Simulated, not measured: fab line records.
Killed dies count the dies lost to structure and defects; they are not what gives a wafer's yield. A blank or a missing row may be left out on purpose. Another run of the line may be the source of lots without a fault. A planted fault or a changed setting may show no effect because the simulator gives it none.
Chamber matching -- flow nand-harc -- rie-diel-09 running NHARC_A_STAIRCASE_DESCUM_291: 4 sister chambers
The step chemistry O2, time 3 s. 4 wafers are shown with their chamber, then 11 later ones without.

== EACH WAFER AND ITS CHAMBER ==
wafer,chamber,showerhead-plenum-p-Torr (Torr)
L084.1,3,1.96
L084.2,2,1.98
L084.4,0,1.79
L089.1,1,1.90

== WAFERS WHOSE CHAMBER IS MISSING ==
wafer,showerhead-plenum-p-Torr (Torr)
L089.5,1.98
L089.6,1.96
L091.3,1.78
L091.5,1.98
L091.6,1.96
L093.2,1.89
L093.4,1.78
L093.6,1.89
L097.1,1.97
L097.2,1.89
L097.3,1.78

== CHAMBER TAKEN BY EACH ==
wafer,from the rows above,in truth
L089.5,2,2
L089.6,3,3
L091.3,0,0
L091.5,2,2
L091.6,3,3
L093.2,1,1
L093.4,0,0
L093.6,1,1
L097.1,can't be placed: 2 or 3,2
L097.2,1,1
L097.3,0,0
Correctly placed: 10 of 11. These rows do not allow placing 1 (true chamber among the candidates in 1). 0 placed wrongly.
How it was worked out, from the rows above alone: a wafer's distance from a chamber is the root of the sum, over the readings, of the square of ((its reading less the chamber's mean) divided by the reading's scatter). The wafer belongs to the nearest chamber; if the next one is less than 2 further off, it can't be placed. For every chamber, the mean is computed from those of its wafers that are shown. The scatter: root of mean squared gap, hidden wafer to nearest shown wafer, with one shown wafer a chamber.
